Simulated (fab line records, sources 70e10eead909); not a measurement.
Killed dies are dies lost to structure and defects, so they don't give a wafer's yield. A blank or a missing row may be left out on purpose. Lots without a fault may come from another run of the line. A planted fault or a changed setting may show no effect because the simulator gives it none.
fab line records | flow nand_harc
record lots=24 wafers=72 last_day=35
route steps=1302 shown P_M1@303 P_M2@334
lots that met no fault: from a run of the same line without faults
start_h: hours from the record's first day to the start of the lot's first wafer shown | wait_h: hours since the lot's step before | " the same as in the row above | L1.1+2: a row that stands for several wafers | - no value, or no start given | * or withheld: withheld | < > ~ a bound
route shown NAME@n: a module of which the file shows steps, and the number in the route of the first | usual: mean/standard deviation of fault-free wafers | same: alike in all rows | chamber/n: place in a boat | sites: the reading at each site | _std_site: their standard deviation | _edge_site: outer sites' mean less inner sites' | radius_mm: how far each site lies from the wafer's centre | mask NAME#n: copy n | behind: the tool/chamber that last shaped the wafer | hold: why the lot was held/for how many hours/how that ended | device: the transistor (n, p or np) that didn't switch | end of line: the same wafers' tests at the end of the route | a step without rows: its recipe alone | killed: dies lost to structure and defects at the first sort, not the wafer's yield | map: a wafer's dies, x killed, . not, _ none there
set.NAME: the setting as run; set.NAME@STEP: as run at that earlier step | model.NAME: the simulator's own value behind a step, which no gauge read
steps of the route over a sample of lots; a table a step, a row a wafer
services: from which hour (start_h, from the record's first day; less than 0 if before it) a tool's chamber was out of use, for how many hours, and why
## steps
# step NHARC_P_M1_ETCH_28
# recipe target_depth_a=300 over_etch_frac=0.3 time_s=72.99 ion_energy_ev=150 cf4_flow_sccm=50 n2_flow_sccm=100 ar_flow_sccm=150 rf_w=300 bias_w=100 chemistry=CF4/N2
# usual drypump_motor_current_A=5.9/0.52 oes_product_au=1.000/0.0081 rf_vpp_V=313.4/2 showerhead_plenum_p_Torr=2.59/0.1 throttle_valve_pct=19.795/0.0081
# columns lot.wafer tool chamber start_h wait_h drypump_motor_current_A oes_product_au rf_hours_counter_h rf_vpp_V showerhead_plenum_p_Torr throttle_valve_pct
L074.2 rie_diel-08 1 - - 6.8 1.003 6 315.5 2.65 19.784
L074.3 " 3 " " 5.9 1.000 6 317.4 2.80 19.791
L074.6 " 3 " " 5.9 1.007 - 315.3 2.80 19.788
L075.1 rie_diel-12 2 - - 5.2 0.992 3 313.1 2.53 19.791
L075.4 " 0 " " 6.0 1.008 2 314.2 2.57 19.794
L075.5 " 2 " " 5.2 0.994 - 313.7 2.53 19.794
L076.1 rie_diel-12 0 - - 6.0 1.001 4 312.7 2.57 19.791
L076.3 " 1 " " 6.6 1.005 4 315.1 2.61 19.801
L076.4 " 2 " " 5.2 0.998 4 311.4 2.53 19.795
L077.4 rie_diel-08 2 - - 5.9 1.011 8 312.4 2.58 19.801
L077.3 " 1 " " 6.8 1.016 9 315.0 2.65 19.803
L077.6 " 2 " " 5.9 1.006 - 314.0 2.58 19.783
L078.1 rie_diel-12 1 - - 6.6 1.003 6 313.5 2.61 19.811
L078.4 " 2 " " 5.2 1.002 6 311.0 2.53 19.788
L078.6 " 3 " " 5.1 1.008 - 311.0 2.46 19.782
L079.2 rie_diel-08 2 - - 5.9 1.006 9 313.2 2.58 19.804
L079.4 " 3 " " 5.9 1.007 9 314.8 2.80 19.788
L079.1 " 0 " " 5.9 1.005 10 313.1 2.47 19.794
L080.4 rie_diel-12 0 - - 6.0 1.008 9 311.3 2.56 19.784
L080.6 " 2 " " 5.2 1.007 - 311.7 2.53 19.805
L080.5 " 3 " " 5.1 1.000 - 311.6 2.45 19.793
L081.2 rie_diel-10 1 - - 5.2 1.002 41 313.9 2.56 19.806
L081.5 " 3 " " 5.5 1.003 - 312.9 2.55 19.800
L081.6 " 0 " " 6.2 1.008 - 315.1 2.65 19.791
L082.2 rie_diel-08 2 - - 5.9 0.990 1 313.9 2.58 19.790
L082.1 " 3 " " 5.9 0.991 1 317.5 2.80 19.798
L082.4 " 1 " " 6.8 1.000 1 315.4 2.65 19.781
L083.2 rie_diel-08 0 - - 5.8 0.990 2 310.6 2.47 19.802
L083.3 " 1 " " 6.8 0.993 2 314.7 2.65 19.793
L083.4 " 3 " " 6.0 0.988 2 317.2 2.80 19.792
L084.1 rie_diel-12 0 - - 6.0 1.011 11 312.3 2.56 19.798
L084.3 " 2 " " 5.1 0.999 10 311.6 2.53 19.799
L084.5 " 2 " " 5.2 1.010 - 313.0 2.53 19.786
L085.2 rie_diel-08 3 - - 5.9 0.987 3 317.4 2.80 19.802
L085.3 " 0 " " 5.8 1.001 3 311.7 2.47 19.790
L085.6 " 2 " " 5.9 0.994 - 313.1 2.58 19.790
L086.4 rie_diel-08 3 - - 5.9 0.993 3 317.0 2.80 19.789
L086.3 " 0 " " 5.8 0.994 3 312.7 2.47 19.800
L086.5 " 3 " " 5.9 0.992 - 316.6 2.80 19.800
L087.4 rie_diel-10 3 - - 5.6 1.013 2 311.9 2.54 19.802
L087.2 " 1 " " 5.2 1.008 3 313.0 2.56 19.803
L087.5 " 3 " " 5.6 1.008 - 311.7 2.54 19.804
L089.1 rie_diel-08 0 - - 5.8 0.997 5 312.0 2.47 19.798
L089.3 " 1 " " 6.8 0.996 4 314.4 2.65 19.805
L089.2 " 2 " " 6.0 0.986 5 313.5 2.58 19.802
L088.4 rie_diel-08 2 - - 5.9 0.988 5 314.0 2.58 19.801
L088.1 " 3 " " 5.9 0.987 5 316.5 2.80 19.801
L088.5 " 0 " " 5.8 0.996 - 311.4 2.47 19.796
L090.1 rie_diel-12 3 - - 5.1 0.993 0 309.7 2.45 19.804
L090.6 " 1 " " 6.6 0.998 - 314.5 2.61 19.777
L090.5 " 2 " " 5.2 0.991 - 312.0 2.53 19.792
L091.4 rie_diel-12 0 - - 6.0 1.015 1 313.1 2.56 19.785
L091.3 " 1 " " 6.6 1.004 1 313.5 2.61 19.803
L091.6 " 0 " " 6.0 1.011 - 311.9 2.56 19.801
L092.1 rie_diel-08 0 - - 5.8 0.989 6 310.4 2.47 19.788
L092.3 " 1 " " 6.8 0.996 6 315.0 2.65 19.803
L092.6 " 0 " " 5.8 0.988 - 311.1 2.47 19.793
L093.3 rie_diel-10 1 - - 5.1 0.997 22 313.6 2.55 19.792
L093.6 " 2 " " 6.0 1.006 - 312.4 2.49 19.798
L093.5 " 1 " " 5.2 1.003 - 312.1 2.55 19.802
L094.4 rie_diel-12 3 - - 5.1 0.991 3 311.2 2.45 19.796
L094.6 " 1 " " 6.6 1.004 - 313.8 2.60 19.800
L094.5 " 2 " " 5.2 0.996 - 311.6 2.53 19.798
L095.1 rie_diel-08 3 - - 5.9 0.990 9 318.1 2.80 19.793
L095.2 " 0 " " 5.8 0.998 9 312.6 2.47 19.777
L095.5 " 0 " " 5.8 0.994 - 309.5 2.47 19.788
L096.2 rie_diel-10 2 - - 6.0 1.005 27 313.1 2.48 19.783
L096.3 " 0 " " 6.2 1.003 33 314.7 2.64 19.793
L096.1 " 1 " " 5.2 1.006 31 312.4 2.55 19.794
L097.2 rie_diel-08 2 - - 5.9 1.001 11 313.4 2.58 19.787
L097.3 " 3 " " 5.9 0.993 11 317.1 2.80 19.795
L097.5 " 3 " " 5.9 1.000 - 316.1 2.80 19.789
# step NHARC_P_M1_ANNEAL_31
# recipe temp_c=225 time_s=90
# usual wafer_temp_C_max=226.31/0.3
# columns lot.wafer tool chamber start_h wait_h wafer_temp_C_max
L074.2 rtp_anneal-02 0 129.55 0.3 226.69
L074.3 " 0 " " 226.61
L074.6 " 0 " " 226.39
L075.1 rtp_anneal-01 0 135.10 - 226.15
L075.4 " 0 " " 226.18
L075.5 " 0 " " 226.08
L076.1 rtp_anneal-02 0 150.74 0.3 226.48
L076.3 " 0 " " 226.09
L076.4 " 0 " " 226.39
L077.3 rtp_anneal-02 0 160.43 - 226.18
L077.4 " 0 " " 225.91
L077.6 " 0 " " 226.30
L078.1 rtp_anneal-02 0 169.54 - 226.19
L078.4 " 0 " " 225.96
L078.6 " 0 " " 225.69
L079.1 rtp_anneal-01 0 176.47 0.3 226.09
L079.2 " 0 " " 226.02
L079.4 " 0 " " 225.69
L080.4 rtp_anneal-02 0 188.32 0.3 226.06
L080.5 " 0 " " 226.45
L080.6 " 0 " " 225.92
L081.2 rtp_anneal-02 0 204.32 - 226.45
L081.5 " 0 " " 226.42
L081.6 " 0 " " 226.61
L082.1 rtp_anneal-02 0 204.58 0.4 226.02
L082.2 " 0 " " 226.18
L082.4 " 0 " " 226.61
L083.2 rtp_anneal-02 0 217.01 - 226.13
L083.3 " 0 " " 226.66
L083.4 " 0 " " 226.20
L084.1 rtp_anneal-02 0 223.15 0.3 226.09
L084.3 " 0 " " 227.10
L084.5 " 0 " " 226.03
L085.2 rtp_anneal-02 0 241.38 0.3 226.33
L085.3 " 0 " " 226.39
L085.6 " 0 " " 226.24
L086.3 rtp_anneal-02 0 242.36 0.3 226.41
L086.4 " 0 " " 226.52
L086.5 " 0 " " 226.16
L087.2 rtp_anneal-01 0 260.47 - 226.84
L087.4 " 0 " " 226.03
L087.5 " 0 " " 226.45
L089.1 rtp_anneal-01 0 274.84 0.3 225.96
L089.2 " 0 " " 226.06
L089.3 " 0 " " 226.16
L088.1 rtp_anneal-02 0 275.40 - 226.48
L088.4 " 0 " " 226.65
L088.5 " 0 " " 226.12
L090.1 rtp_anneal-01 0 291.06 0.3 226.44
L090.5 " 0 " " 225.95
L090.6 " 0 " " 225.82
L091.3 rtp_anneal-02 0 296.38 - 227.22
L091.4 " 0 " " 226.61
L091.6 " 0 " " 226.51
L092.1 rtp_anneal-01 0 303.22 0.3 226.98
L092.3 " 0 " " 226.28
L092.6 " 0 " " 226.24
L093.3 rtp_anneal-01 0 322.04 - 226.83
L093.5 " 0 " " 226.12
L093.6 " 0 " " 226.19
L094.4 rtp_anneal-01 0 326.81 0.4 226.31
L094.5 " 0 " " 225.98
L094.6 " 0 " " 226.18
L095.1 rtp_anneal-02 0 334.76 0.3 226.54
L095.2 " 0 " " 226.06
L095.5 " 0 " " 226.41
L096.1 rtp_anneal-01 0 348.45 0.3 226.03
L096.2 " 0 " " 226.40
L096.3 " 0 " " 226.61
L097.2 rtp_anneal-01 0 366.41 0.3 226.06
L097.3 " 0 " " 225.87
L097.5 " 0 " " 226.22
# step NHARC_P_M1_CMP_23
# recipe t_overpolish_s=20 target_thk_nm=157.82
# usual motor_current_A=12.1/0.99 time_to_endpoint_s=28.0/2.3
# same t_overpolish_s=20
# columns lot.wafer tool chamber start_h wait_h motor_current_A time_to_endpoint_s
L074.2 cmp-01 1 129.84 - 13.5 30.0
L074.3 " 2 " " 13.2 32.0
L074.6 " 2 " " 13.2 29.8
L075.1 cmp-04 0 135.45 - 12.1 25.5
L075.4 " 2 " " 12.2 27.8
L075.5 " 1 " " 12.6 29.5
L076.1 cmp-03 1 151.09 - 10.4 30.3
L076.3 " 2 " " 10.3 31.1
L076.4 " 0 " " 10.5 26.6
L077.4 cmp-03 1 160.70 - 10.5 31.1
L077.3 " 2 " " 11.1 25.4
L077.6 " 0 " " 10.5 28.9
L078.1 cmp-04 2 169.88 - 12.1 26.5
L078.4 " 0 " " 11.9 24.2
L078.6 " 2 " " 12.4 26.8
L079.2 cmp-01 1 176.82 - 13.6 28.1
L079.1 " 2 " " 12.8 29.6
L079.4 " 3 " " 12.8 28.2
L080.4 cmp-03 2 188.56 - 10.9 25.6
L080.5 " 0 " " 10.2 30.2
L080.6 " 1 " " 10.5 29.0
L081.2 cmp-04 3 204.70 - 12.5 25.5
L081.6 " 0 " " 12.2 24.2
L081.5 " 1 " " 12.9 27.2
L082.2 cmp-01 3 204.95 - 12.5 28.7
L082.1 " 0 " " 12.9 28.2
L082.4 " 1 " " 13.6 32.2
L083.2 cmp-04 1 217.31 - 11.9 29.7
L083.3 " 3 " " 11.8 29.9
L083.4 " 0 " " 12.4 30.1
L084.1 cmp-01 2 223.52 - 12.8 26.7
L084.3 " 3 " " 13.3 26.7
L084.5 " 2 " " 13.0 28.0
L085.3 cmp-04 3 241.68 - 11.8 28.6
L085.2 " 0 " " 12.0 28.0
L085.6 " 0 " " 12.4 27.5
L086.3 cmp-01 3 242.63 - 12.2 28.7
L086.4 " 1 " " 13.8 29.5
L086.5 " 2 " " 12.6 31.4
L087.4 cmp-01 3 260.77 - 12.7 27.2
L087.2 " 2 " " 12.5 27.9
L087.5 " 3 " " 12.3 27.9
L089.2 cmp-04 1 275.19 - 12.8 24.3
L089.3 " 3 " " 11.9 24.2
L089.1 " 0 " " 12.4 25.7
L088.4 cmp-04 3 275.75 - 12.0 31.5
L088.1 " 0 " " 11.9 29.1
L088.5 " 0 " " 12.1 28.5
L090.1 cmp-04 0 291.49 - 12.2 23.6
L090.6 " 1 " " 12.3 23.2
L090.5 " 2 " " 11.3 25.5
L091.3 cmp-03 3 296.62 - 11.4 28.1
L091.4 " 1 " " 11.1 28.3
L091.6 " 0 " " 10.2 28.1
L092.3 cmp-03 3 303.57 - 11.9 24.2
L092.1 " 0 " " 10.6 24.7
L092.6 " 3 " " 11.8 28.4
L093.3 cmp-03 1 322.33 - 10.3 25.9
L093.6 " 3 " " 11.9 26.2
L093.5 " 0 " " 10.3 25.6
L094.4 cmp-04 2 327.00 - 12.4 30.5
L094.5 " 2 " " 11.8 29.5
L094.6 " 3 " " 11.9 29.8
L095.2 cmp-01 0 335.15 - 13.2 26.4
L095.1 " 1 " " 13.8 29.6
L095.5 " 2 " " 12.2 28.4
L096.2 cmp-01 3 348.80 - 13.0 30.7
L096.1 " 0 " " 13.3 31.0
L096.3 " 2 " " 13.1 26.7
L097.3 cmp-04 1 366.74 - 12.4 28.6
L097.2 " 3 " " 12.1 30.2
L097.5 " 0 " " 12.5 27.0
# step NHARC_P_M1_THK_MEAS_24
# recipe thk_meas_gauge=xrf
# usual thk_nm=157.6/1.4
# columns lot.wafer tool chamber start_h wait_h thk_nm
L074.2 film_metro-02 - 130.16 - 158.3
L074.3 " - " " 159.0
L074.6 " - " " 157.4
L075.1 film_metro-01 - 135.76 - 157.9
L075.4 " - " " 157.6
L075.5 " - " " 158.1
L076.1 film_metro-01 - 151.40 - 159.5
L076.3 " - " " 156.3
L076.4 " - " " 157.3
L077.3 film_metro-02 - 160.99 - 155.7
L077.4 " - " " 156.7
L077.6 " - " " 156.0
L078.1 film_metro-01 - 170.20 - 157.1
L078.4 " - " " 155.8
L078.6 " - " " 159.5
L079.1 film_metro-02 - 177.13 - 160.0
L079.2 " - " " 158.8
L079.4 " - " " 156.5
L080.4 film_metro-02 - 188.82 - 158.4
L080.5 " - " " 159.7
L080.6 " - " " 160.2
L081.2 film_metro-02 - 204.93 - 158.1
L081.5 " - " " 156.9
L081.6 " - " " 156.7
L082.1 film_metro-02 - 205.24 - 158.3
L082.2 " - " " 157.6
L082.4 " - " " 157.6
L083.2 film_metro-02 - 217.62 - 158.4
L083.3 " - " " 155.9
L083.4 " - " " 155.9
L084.1 film_metro-01 - 223.80 - 158.0
L084.3 " - " " 156.0
L084.5 " - " " 158.5
L085.2 film_metro-02 - 241.99 - 155.6
L085.3 " - " " 159.5
L085.6 " - " " 158.9
L086.3 film_metro-02 - 242.92 - 159.8
L086.4 " - " " 159.3
L086.5 " - " " 157.6
L087.2 film_metro-01 - 261.09 - 155.9
L087.4 " - " " 158.1
L087.5 " - " " 157.5
L089.1 film_metro-01 - 275.51 - 153.8
L089.2 " - " " 155.1
L089.3 " - " " 155.7
L088.1 film_metro-01 - 276.06 - 155.7
L088.4 " - " " 157.8
L088.5 " - " " 154.6
L090.1 film_metro-02 - 291.72 - 154.4
L090.5 " - " " 156.5
L090.6 " - " " 155.6
L091.3 film_metro-01 - 296.93 - 160.0
L091.4 " - " " 160.8
L091.6 " - " " 154.0
L092.1 film_metro-02 - 303.89 - 158.2
L092.3 " - " " 157.8
L092.6 " - " " 157.1
L093.3 film_metro-02 - 322.59 - 156.2
L093.5 " - " " 156.3
L093.6 " - " " 156.0
L094.4 film_metro-02 - 327.32 - 158.6
L094.5 " - " " 157.5
L094.6 " - " " 157.5
L095.1 film_metro-02 - 335.42 - 157.7
L095.2 " - " " 157.5
L095.5 " - " " 158.9
L096.1 film_metro-01 - 349.11 - 159.6
L096.2 " - " " 156.1
L096.3 " - " " 156.9
L097.2 film_metro-02 - 367.02 - 158.0
L097.3 " - " " 159.0
L097.5 " - " " 157.3
# step NHARC_P_M2_CD_MEAS_16
# usual cd_nm=169.6/0.54
# columns lot.wafer tool chamber start_h wait_h cd_nm
L074.2 cd_sem-02 - 132.20 - 169.5
L074.3 " - " " 169.5
L074.6 " - " " 169.3
L075.1 cd_sem-01 - 137.81 - 169.1
L075.4 " - " " 169.1
L075.5 " - " " 168.6
L076.1 cd_sem-03 - 153.31 - 169.3
L076.3 " - " " 169.0
L076.4 " - " " 169.4
L077.3 cd_sem-02 - 163.03 - 169.7
L077.4 " - " " 170.0
L077.6 " - " " 169.4
L078.1 cd_sem-01 - 172.22 - 169.6
L078.4 " - " " 169.1
L078.6 " - " " 169.0
L079.1 cd_sem-02 - 179.17 - 169.8
L079.2 " - " " 169.7
L079.4 " - " " 169.4
L080.4 cd_sem-02 - 190.75 - 169.6
L080.5 " - " " 170.0
L080.6 " - " " 170.2
L081.2 cd_sem-03 - 206.96 - 170.0
L081.5 " - " " 169.2
L081.6 " - " " 169.8
L082.1 cd_sem-03 - 207.26 - 169.9
L082.2 " - " " 170.3
L082.4 " - " " 169.4
L083.2 cd_sem-01 - 219.66 - 169.7
L083.3 " - " " 170.0
L083.4 " - " " 170.0
L084.1 cd_sem-01 - 225.72 - 168.8
L084.3 " - " " 170.0
L084.5 " - " " 170.5
L085.2 cd_sem-02 - 244.17 - 169.6
L085.3 " - " " 170.0
L085.6 " - " " 170.3
L086.3 cd_sem-03 - 244.84 - 168.8
L086.4 " - " " 169.6
L086.5 " - " " 168.5
L087.2 cd_sem-03 - 263.13 - 169.5
L087.4 " - " " 170.6
L087.5 " - " " 169.8
L089.1 cd_sem-03 - 277.65 - 170.4
L089.2 " - " " 170.6
L089.3 " - " " 168.7
L088.1 cd_sem-01 - 277.98 - 169.3
L088.4 " - " " 169.0
L088.5 " - " " 169.4
L090.1 cd_sem-03 - 293.74 - 170.0
L090.5 " - " " 169.3
L090.6 " - " " 170.0
L091.3 cd_sem-03 - 299.00 - 170.6
L091.4 " - " " 170.2
L091.6 " - " " 171.6
L092.1 cd_sem-03 - 305.80 - 169.6
L092.3 " - " " 169.9
L092.6 " - " " 169.5
L093.3 cd_sem-02 - 325.07 - 169.8
L093.5 " - " " 169.7
L093.6 " - " " 169.2
L094.4 cd_sem-03 - 329.39 - 168.7
L094.5 " - " " 169.3
L094.6 " - " " 169.4
L095.1 cd_sem-02 - 337.47 - 169.9
L095.2 " - " " 169.4
L095.5 " - " " 169.7
L096.1 cd_sem-03 - 351.01 - 169.6
L096.2 " - " " 170.2
L096.3 " - " " 169.5
L097.2 cd_sem-02 - 369.07 - 169.3
L097.3 " - " " 169.9
L097.5 " - " " 170.2
# step NHARC_P_M2_ETCH_28
# recipe target_depth_a=300 over_etch_frac=0.3 time_s=72.99 ion_energy_ev=150 cf4_flow_sccm=50 n2_flow_sccm=100 ar_flow_sccm=150 rf_w=300 bias_w=100 chemistry=CF4/N2
# usual drypump_motor_current_A=5.7/0.35 oes_product_au=1.000/0.0071 rf_vpp_V=314.2/2.3 showerhead_plenum_p_Torr=2.63/0.13 throttle_valve_pct=19.793/0.0082
# columns lot.wafer tool chamber start_h wait_h drypump_motor_current_A oes_product_au rf_hours_counter_h rf_vpp_V showerhead_plenum_p_Torr throttle_valve_pct
L074.3 rie_diel-02 1 - - 5.4 1.014 4 313.6 2.65 19.778
L074.2 " 2 " " 5.3 0.999 4 312.2 2.53 19.790
L074.6 " 2 " " 5.3 1.012 - 312.0 2.53 19.804
L075.1 rie_diel-05 1 - - 5.9 1.008 4 315.8 2.70 19.783
L075.4 " 2 " " 6.0 1.004 5 312.3 2.48 19.798
L075.5 " 3 " " 5.1 1.004 - 311.5 2.46 19.785
L076.1 rie_diel-09 3 - - 6.2 0.996 0 315.7 2.82 19.795
L076.3 " 0 " " 5.5 1.004 0 310.8 2.46 19.796
L076.4 " 1 " " 6.0 0.995 0 312.9 2.50 19.801
L077.3 rie_diel-05 0 - - 5.5 0.996 8 316.5 2.80 19.782
L077.6 " 2 " " 6.0 0.999 - 311.4 2.48 19.798
L077.4 " 0 " " 5.5 1.010 - 317.4 2.80 19.787
L078.1 rie_diel-05 0 - - 5.5 0.996 8 316.9 2.80 19.797
L078.4 " 2 " " 6.0 0.994 9 311.5 2.48 19.796
L078.6 " 3 " " 5.0 1.004 - 311.2 2.46 19.792
L079.2 rie_diel-02 1 - - 5.3 0.995 6 314.8 2.65 19.800
L079.4 " 2 " " 5.3 0.998 6 313.0 2.53 19.791
L079.1 " 3 " " 6.2 1.002 7 316.3 2.76 19.789
L080.4 rie_diel-02 1 - - 5.3 1.001 7 315.1 2.65 19.790
L080.5 " 3 " " 6.2 1.003 - 318.3 2.76 19.815
L080.6 " 0 " " 5.6 0.998 - 315.5 2.69 19.784
L081.2 rie_diel-02 0 - - 5.6 0.996 9 314.5 2.69 19.799
L081.6 " 2 " " 5.3 1.005 - 312.1 2.53 19.791
L081.5 " 3 " " 6.2 1.014 - 316.6 2.76 19.796
L082.1 rie_diel-05 3 - - 5.0 0.997 10 311.6 2.46 19.781
L082.2 " 1 " " 5.9 1.009 8 314.5 2.70 19.783
L082.4 " 2 " " 5.9 0.997 12 310.2 2.47 19.797
L083.3 rie_diel-09 0 - - 5.6 0.993 3 310.6 2.46 19.795
L083.4 " 1 " " 6.0 0.996 3 312.1 2.50 19.802
L083.2 " 2 " " 5.6 0.997 3 316.3 2.73 19.781
L084.3 rie_diel-02 3 - - 6.2 0.997 0 316.6 2.76 19.801
L084.1 " 0 " " 5.5 1.002 0 314.6 2.69 19.808
L084.5 " 0 " " 5.6 0.995 - 315.6 2.69 19.797
L085.3 rie_diel-02 2 - - 5.3 1.006 1 313.2 2.53 19.792
L085.2 " 0 " " 5.6 0.995 1 314.8 2.69 19.795
L085.6 " 1 " " 5.4 0.996 - 315.2 2.65 19.794
L086.3 rie_diel-09 2 - - 5.6 0.992 5 316.1 2.73 19.798
L086.4 " 3 " " 6.2 0.997 5 317.3 2.82 19.785
L086.5 " 1 " " 6.0 1.006 - 312.8 2.50 19.794
L087.2 rie_diel-05 1 - - 5.9 1.005 2 317.4 2.70 19.801
L087.4 " 3 " " 5.0 0.998 3 312.0 2.46 19.805
L087.5 " 1 " " 5.9 1.014 - 313.6 2.70 19.795
L089.3 rie_diel-09 0 - - 5.6 1.015 8 310.7 2.46 19.794
L089.2 " 2 " " 5.6 1.013 8 314.9 2.73 19.792
L089.1 " 3 " " 6.2 1.001 6 316.8 2.82 19.772
L088.1 rie_diel-05 3 - - 5.1 0.993 4 309.8 2.45 19.785
L088.4 " 1 " " 5.9 1.001 3 315.0 2.70 19.801
L088.5 " 0 " " 5.5 0.992 - 317.8 2.80 19.804
L090.1 rie_diel-05 3 - - 5.0 1.001 5 310.5 2.45 19.789
L090.5 " 0 " " 5.5 0.994 - 317.9 2.80 19.795
L090.6 " 1 " " 5.9 1.010 - 316.7 2.70 19.793
L091.4 rie_diel-05 1 - - 5.9 1.005 5 315.0 2.70 19.794
L091.3 " 2 " " 6.0 1.003 5 312.3 2.47 19.790
L091.6 " 2 " " 6.0 0.997 - 312.0 2.47 19.788
L092.3 rie_diel-02 2 - - 5.3 0.998 5 313.0 2.52 19.783
L092.1 " 3 " " 6.2 0.989 6 316.7 2.75 19.785
L092.6 " 2 " " 5.3 1.006 - 312.5 2.52 19.796
L093.3 rie_diel-02 1 - - 5.4 0.981 6 315.2 2.65 19.782
L093.6 " 0 " " 5.6 0.987 - 314.4 2.69 19.792
L093.5 " 1 " " 5.3 0.983 - 315.0 2.65 19.811
L094.4 rie_diel-09 2 - - 5.6 0.991 0 316.5 2.73 19.804
L094.5 " 3 " " 6.2 0.998 - 317.0 2.82 19.809
L094.6 " 0 " " 5.5 0.987 - 310.7 2.46 19.781
L095.2 rie_diel-09 3 - - 6.2 1.002 0 316.9 2.82 19.789
L095.1 " 0 " " 5.6 0.988 0 310.8 2.46 19.796
L095.5 " 1 " " 6.0 1.008 - 311.7 2.50 19.787
L096.1 rie_diel-05 1 - - 5.9 1.006 7 316.9 2.70 19.793
L096.2 " 2 " " 6.0 0.996 7 310.9 2.47 19.793
L096.3 " 0 " " 5.5 0.998 8 316.4 2.80 19.793
L097.2 rie_diel-02 1 - - 5.3 0.998 8 315.0 2.65 19.776
L097.3 " 2 " " 5.3 0.995 9 312.9 2.52 19.798
L097.5 " 0 " " 5.6 0.993 - 315.6 2.68 19.798
## services
# columns tool chamber start_h hours kind
rie_diel-12 2 108.70 1.2 repair
cmp-04 - 111.00 4.0 pm
rie_diel-08 2 117.13 12.2 repair
rie_diel-12 3 120.15 6.4 repair
cmp-01 - 139.28 0.6 repair
rie_diel-05 1 144.13 7.7 repair
rie_diel-08 3 146.87 3.2 repair
rie_diel-05 3 152.22 15.7 repair
rie_diel-12 - 157.70 0.3 repair
rie_diel-05 1 159.61 2.6 repair
rie_diel-05 0 172.99 4.4 repair
cmp-01 - 185.50 4.0 pm
cmp-04 - 190.06 0.3 repair
rie_diel-08 - 190.80 9.0 pm
cmp-04 - 209.00 4.0 pm
rie_diel-02 - 216.70 9.0 pm
rie_diel-12 1 219.83 6.2 repair
rie_diel-05 - 229.60 9.0 pm
cmp-04 - 277.64 1.3 repair
cmp-04 - 304.76 3.4 repair
cmp-04 - 308.20 4.0 pm
rie_diel-02 2 310.91 4.4 repair
rie_diel-02 3 325.93 22.6 repair
rie_diel-08 - 367.80 9.0 pm
## key
fault none
